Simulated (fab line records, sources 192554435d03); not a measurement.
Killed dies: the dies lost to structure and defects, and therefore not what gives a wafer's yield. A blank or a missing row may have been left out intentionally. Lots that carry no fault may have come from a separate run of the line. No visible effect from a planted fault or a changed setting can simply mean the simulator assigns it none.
Split-lot trial + flow n5 finfet + 7 lots, 21 wafers read, on a route of 1938 steps

## ON THE SPLIT
At N5_BEOL_M3_DEP_57 (deposits SiCN from 3MS/NH3, target thk 8 nm, time 14 s), the setting time s was moved away from the recipe's 14 s on 8 of the 21 wafers read, by -11.9% to +14.9%. All remaining wafers had this setting at the recipe value.

The reading is taken at the split's own step.

## THE READING
SiCN_of_BEOL_M3_DEP_57.thk nm (the simulator's own value, which no gauge read), in nm, at N5_BEOL_M3_DEP_57 (deposits SiCN from 3MS/NH3, target thk 8 nm, time 14 s). The file does not state a usual value for it. The 13 wafers here that ran the recipe average 8.1 nm, standard deviation 0.17 nm.

| wafer  | tool, chamber at the split | time s as run, s | against the recipe | SiCN_of_BEOL_M3_DEP_57.thk nm, nm | against lot-mates on the recipe |
|--------|----------------------------|------------------|--------------------|-----------------------------------|---------------------------------|
| L076.1 | pecvd-04, 2,0,2            | 14               | recipe             | 8                                 | -                               |
| L076.3 | pecvd-04, 2,0,2            | 14               | recipe             | 8                                 | -                               |
| L076.4 | pecvd-04, 2,0,2            | 14               | recipe             | 8                                 | -                               |
| L086.2 | pecvd-04, 0,1,1            | 12.34            | -11.9%             | 7.2                               | no lot-mate on the recipe       |
| L086.3 | pecvd-04, 0,1,1            | 12.34            | -11.9%             | 7.2                               | no lot-mate on the recipe       |
| L086.4 | pecvd-04, 0,1,1            | 12.34            | -11.9%             | 7.2                               | no lot-mate on the recipe       |
| L087.1 | pecvd-02, 1                | 14               | recipe             | 7.8                               | -                               |
| L087.2 | pecvd-02, 0                | 12.33            | -11.9%             | 7                                 | -0.9                            |
| L087.6 | pecvd-02, 2                | 14               | recipe             | 8                                 | -                               |
| L089.1 | pecvd-04, 0                | 14               | recipe             | 8                                 | -                               |
| L089.4 | pecvd-04, 2                | 14               | recipe             | 8.4                               | -                               |
| L089.5 | pecvd-04, 1                | 14               | recipe             | 8.2                               | -                               |
| L090.2 | pecvd-04, 2,1              | 16.08            | +14.9%             | 9.4                               | +1.2                            |
| L090.5 | pecvd-04, 2,1              | 16.08            | +14.9%             | 9.4                               | +1.2                            |
| L090.4 | pecvd-04, 0                | 14               | recipe             | 8.2                               | -                               |
| L092.2 | pecvd-04, 2,1              | 14               | recipe             | 8.2                               | -                               |
| L092.3 | pecvd-04, 2,1              | 14               | recipe             | 8.2                               | -                               |
| L092.4 | pecvd-04, 1                | 14               | recipe             | 8.4                               | -                               |
| L094.1 | pecvd-04, 2,1              | 13.44            | -4.0%              | 7.8                               | -0.4                            |
| L094.5 | pecvd-04, 2,1              | 13.44            | -4.0%              | 7.8                               | -0.4                            |
| L094.6 | pecvd-04, 0                | 14               | recipe             | 8.2                               | -                               |
Rows listing several chambers each stand for several wafers; the file does not say which wafer went through which chamber.

FIT RESULTS
A straight line over all 21 wafers: SiCN_of_BEOL_M3_DEP_57.thk nm changes by +0.0838 nm for each +1% of time s; r = +0.97; the points scatter about the line by 0.14 nm.
The same after taking each lot's own level away (the mean of its wafers on the recipe; 18 wafers): +0.0806 nm for each +1%; r = +0.98; scatter 0.094 nm.
Per that fit: largest time s move, reading shift of 1.2 nm.
Measured against the standard deviation above, the lots' own levels, which go from 7.90 to 8.27 nm, span 2.2 times it.
The two slopes are in agreement: the lot-to-lot level therefore moves the slope only a little.
Check: for one of the wafers moved furthest among these (+14.9%), held out of the fit, the line's prediction against its lot-mates is +1.19 nm. Against them it came out at +1.2 nm.

## OTHER SPLITS APPLIED TO THESE WAFERS
These wafers also went through other splits before the reading. Each is held against what the fit with the lots' levels taken away leaves over:
| other split on the same wafers    | wafers away from the commonest value | r with SiCN_of_BEOL_M3_DEP_57.thk nm (lot level and that fit taken away) |
|-----------------------------------|--------------------------------------|--------------------------------------------------------------------------|
| N5_BEOL_M0_CUTY_COAT_51 spin rpm  | 4                                    | +0.23                                                                    |
| N5_BEOL_M0_CUTY_DESCUM_61 time s  | 7                                    | -0.14                                                                    |
| N5_BEOL_M1_PECVD_72 time s        | 11                                   | +0.27                                                                    |
| N5_BEOL_M1_HM_DEP_02 target thk a | 5                                    | +0.16                                                                    |
| N5_BEOL_M1_TRENCH_ETCH_37 bias w  | 4                                    | -0.19                                                                    |
| N5_BEOL_M2_ETCH_70 source w       | 4                                    | +0.20                                                                    |
| N5_BEOL_M2_VIA_ETCH_34 time s     | 7                                    | -0.29                                                                    |
| N5_BEOL_M2_DEP_57 time s          | 8                                    | -0.32                                                                    |
| N5_BEOL_M3_PECVD_72 time s        | 9                                    | -0.15                                                                    |

## THE FILE'S OWN FIT
SiCN_of_BEOL_M3_DEP_57.thk nm changes by +0.0796 nm for each +1% of time s, r = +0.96.
